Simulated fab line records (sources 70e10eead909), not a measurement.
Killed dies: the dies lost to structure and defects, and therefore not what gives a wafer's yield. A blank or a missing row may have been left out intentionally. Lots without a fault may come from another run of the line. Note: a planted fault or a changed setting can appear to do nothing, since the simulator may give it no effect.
Which of the tools did it? | flow nand_harc | 14 lots, 42 wafers sampled, at 5 steps of a route of 1302

WHAT EACH GAUGE READ, for each wafer
NHARC_P_M0_OVL_MEAS_10: pitch 180 nm.
lot  | measured     | on         | overlay_x_nm (nm) | overlay_y_nm (nm)
L649 | day 6 05:32  | overlay-01 | -0.9 0.2 -1.0     | -0.4 -0.6 -0.4
L651 | day 7 02:16  | overlay-02 | 1.0 -0.1 0.7      | 0.4 0.8 0.3
L652 | day 7 03:43  | overlay-02 | 0.3 0.8 0.4       | -1.2 -1.5 -1.2
L653 | day 7 13:34  | overlay-01 | 0.2 0.6 0.4       | -0.2 0.2 0.5
L654 | day 8 05:46  | overlay-01 | 1.3 1.9 1.3       | -0.1 -0.6 -0.4
L655 | day 8 12:49  | overlay-01 | 0.7 0.2 0.2       | 1.2 0.9 1.0
L656 | day 8 19:04  | overlay-02 | -0.3 -0.4 -0.9    | -1.4 -1.7 -0.9
L658 | day 9 13:44  | overlay-01 | 0.6 0.8 0.4       | -0.3 0.2 0.1
L659 | day 10 01:50 | overlay-02 | -0.2 0.4 0.4      | -0.2 0.1 -0.7
L661 | day 10 23:55 | overlay-02 | -1.4 -1.6 -2.0    | -0.5 -0.3 -0.3
L664 | day 12 03:48 | overlay-02 | 0.2 0.0 0.5       | -0.8 -0.9 -1.4
L663 | day 12 04:37 | overlay-02 | 0.4 0.4 0.8       | 0.2 -0.1 0.0
L665 | day 12 14:05 | overlay-02 | -1.2 -0.3 -0.7    | 0.3 -0.2 -0.1
L667 | day 13 13:56 | overlay-01 | 0.5 -0.1 -0.3     | -0.4 -1.2 -0.6

NHARC_P_M0_CD_MEAS_16.
lot  | measured     | on        | cd_nm (nm)
L649 | day 6 05:56  | cd_sem-01 | 90.7 90.4 90.3
L651 | day 7 02:40  | cd_sem-01 | 90.3 91.6 90.1
L652 | day 7 04:10  | cd_sem-01 | 91.8 90.0 90.7
L653 | day 7 13:58  | cd_sem-03 | 89.2 89.8 87.9
L654 | day 8 06:10  | cd_sem-03 | 90.3 89.8 89.3
L655 | day 8 13:26  | cd_sem-03 | 89.7 89.2 89.1
L656 | day 8 20:01  | cd_sem-01 | 88.4 89.3 89.1
L658 | day 9 14:08  | cd_sem-02 | 90.3 89.3 90.5
L659 | day 10 02:14 | cd_sem-03 | 89.1 89.6 89.8
L661 | day 11 00:19 | cd_sem-03 | 90.9 90.0 90.8
L664 | day 12 04:18 | cd_sem-02 | 90.2 89.7 91.7
L663 | day 12 05:12 | cd_sem-02 | 87.4 88.1 88.8
L665 | day 12 14:29 | cd_sem-01 | 90.8 91.3 91.1
L667 | day 13 14:20 | cd_sem-01 | 89.9 90.2 89.5

NHARC_P_M1_CD_MEAS_09 targets a cd of 130 nm.
lot  | measured     | on        | cd_nm (nm)
L649 | day 6 09:29  | cd_sem-03 | 129.9 129.5 129.4
L651 | day 7 06:07  | cd_sem-02 | 130.3 129.8 130.1
L652 | day 7 07:47  | cd_sem-03 | 130.2 130.5 129.5
L653 | day 7 17:33  | cd_sem-03 | 128.9 129.8 130.2
L654 | day 8 09:37  | cd_sem-03 | 129.1 129.1 129.2
L655 | day 8 17:02  | cd_sem-01 | 130.8 131.1 131.2
L656 | day 8 23:38  | cd_sem-01 | 129.9 130.4 130.5
L658 | day 9 17:47  | cd_sem-01 | 129.6 129.5 130.3
L659 | day 10 05:49 | cd_sem-03 | 131.2 130.8 130.1
L661 | day 11 03:54 | cd_sem-01 | 130.5 131.2 131.3
L664 | day 12 07:53 | cd_sem-03 | 167.2 167.1 166.6
L663 | day 12 08:38 | cd_sem-01 | 129.8 129.3 130.4
L665 | day 12 18:05 | cd_sem-02 | 165.5 166.3 166.1
L667 | day 13 17:55 | cd_sem-02 | 129.8 129.2 128.6

WHICH TOOL RAN EACH LOT (tool, then ch and the chambers of the sampled wafers, then the start)
lot  | NHARC_P_M0_PVD_21                       | NHARC_P_M1_PEB_07
L649 | pvd_sputter-01, day 6 09:25 or earlier  | litho_track-06 ch 0, day 6 09:25
L651 | pvd_sputter-03, day 7 06:02 or earlier  | litho_track-01 ch 0, day 7 06:02
L652 | pvd_sputter-02, day 7 07:41 or earlier  | litho_track-04 ch 0, day 7 07:41
L653 | pvd_sputter-03, day 7 17:28 or earlier  | litho_track-06 ch 0, day 7 17:28
L654 | pvd_sputter-01, day 8 09:32 or earlier  | litho_track-06 ch 0, day 8 09:32
L655 | pvd_sputter-02, day 8 16:58 or earlier  | litho_track-01 ch 0, day 8 16:58
L656 | pvd_sputter-01, day 8 23:33 or earlier  | litho_track-01 ch 0, day 8 23:33
L658 | pvd_sputter-02, day 9 17:42 or earlier  | litho_track-01 ch 0, day 9 17:42
L659 | pvd_sputter-03, day 10 05:44 or earlier | litho_track-01 ch 0, day 10 05:44
L661 | pvd_sputter-02, day 11 03:49 or earlier | litho_track-01 ch 0, day 11 03:49
L664 | pvd_sputter-03, day 12 07:49 or earlier | litho_track-01 ch 0, day 12 07:49
L663 | pvd_sputter-01, day 12 08:34 or earlier | litho_track-06 ch 0, day 12 08:34
L665 | pvd_sputter-02, day 12 18:00 or earlier | litho_track-01 ch 0, day 12 18:00
L667 | pvd_sputter-01, day 13 15:13            | litho_track-04 ch 0, day 13 17:50
- NHARC_P_M0_PVD_21: deposits Cu, target thk 30 nm, time 20.49 s.
- NHARC_P_M1_PEB_07: peb time 65 s.

AS READ BY THE TOOLS THEMSELVES (means over the sampled wafers that have a number; for cases with no such wafer, the mark the record gives instead)
NHARC_P_M0_PVD_21.
lot  | tool           | throttle_valve_pct (%)
L649 | pvd_sputter-01 | 28.8
L651 | pvd_sputter-03 | 29.9
L652 | pvd_sputter-02 | 31.6
L653 | pvd_sputter-03 | 30.1
L654 | pvd_sputter-01 | 29.1
L655 | pvd_sputter-02 | 31.2
L656 | pvd_sputter-01 | 28.7
L658 | pvd_sputter-02 | 31.2
L659 | pvd_sputter-03 | 31.0
L661 | pvd_sputter-02 | 31.0
L664 | pvd_sputter-03 | 29.2
L663 | pvd_sputter-01 | 29.2
L665 | pvd_sputter-02 | 31.2
L667 | pvd_sputter-01 | 29.8

NHARC_P_M1_PEB_07.
lot  | tool           | heater_power_total_W (W) | plate_temp_C (C)
L649 | litho_track-06 | 156.5                    | 100.04
L651 | litho_track-01 | 157.0                    | 100.23
L652 | litho_track-04 | 156.7                    | 100.03
L653 | litho_track-06 | 156.3                    | 100.11
L654 | litho_track-06 | 156.6                    | 99.88
L655 | litho_track-01 | 156.5                    | 99.86
L656 | litho_track-01 | 156.9                    | 100.09
L658 | litho_track-01 | 156.7                    | 100.04
L659 | litho_track-01 | 156.5                    | 100.09
L661 | litho_track-01 | 156.6                    | 100.07
L664 | litho_track-01 | 187.2                    | 114.10
L663 | litho_track-06 | 156.5                    | 99.86
L665 | litho_track-01 | 187.1                    | 114.02
L667 | litho_track-04 | 156.2                    | 99.98

THE ANSWER, worked out from the rows above alone
Rule: what is usual is taken from the lots themselves. The widest of any qualifying gaps counts: lots, ordered by their means at a reading, are off when they make up no more than a third of the lots, leave a main group of 4 or more, and stand apart from it by 3 or more times the standard deviation of that group's means. A main group whose means are all the same, to the digits that the tables above print for the reading, isn't used. A lot without any number at a reading at which 4 lots or more have one is off too. Any other lot the step has rows for is counted as sound. Order of review: gauges by route order, followed by the tools' own readings, for which a lot's mean as printed above is used. At the first step where some lot is off, the reading lying furthest off is the one used; lots without a number count as furthest.
Off: L664, L665 (NHARC_P_M1_CD_MEAS_09, cd_nm). The main group: mean 130.0 nm, standard deviation 0.6.
If a tool, at a process step before that reading, ran all the lots that are off and no sound lot after the first of them, it fits. The gauges at NHARC_P_M1_CD_MEAS_09 aren't tried: what is off there is off at NHARC_P_M1_PEB_07 too, on other tools, and a gauge's error can't cause that. Because NHARC_P_M0_PVD_21 lacks a start for some lots, the hours and order of its lots are taken from NHARC_P_M1_PEB_07. One candidate fits, namely litho_track-01 at NHARC_P_M1_PEB_07. Its last sound lot is L661 (day 11 03:49), its first lot that is off L664 (day 12 07:49): a fault that began between those two fits.
The tool's own readings at NHARC_P_M1_PEB_07 bear it out: on the lots that are off they differ by more than 5 times the standard deviation of the sound lots' means. heater_power_total_W reads 187.1 W there against 156.6 W on the sound lots; plate_temp_C reads 114.06 C there against 100.02 C on the sound lots.

WHAT WAS PUT IN BY THE SIMULATOR
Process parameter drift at NHARC_P_M1_PEB_07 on litho_track-01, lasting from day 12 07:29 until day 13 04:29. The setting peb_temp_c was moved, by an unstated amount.
Struck lots among those shown: L664, L665. The rule given above showed the same thing.
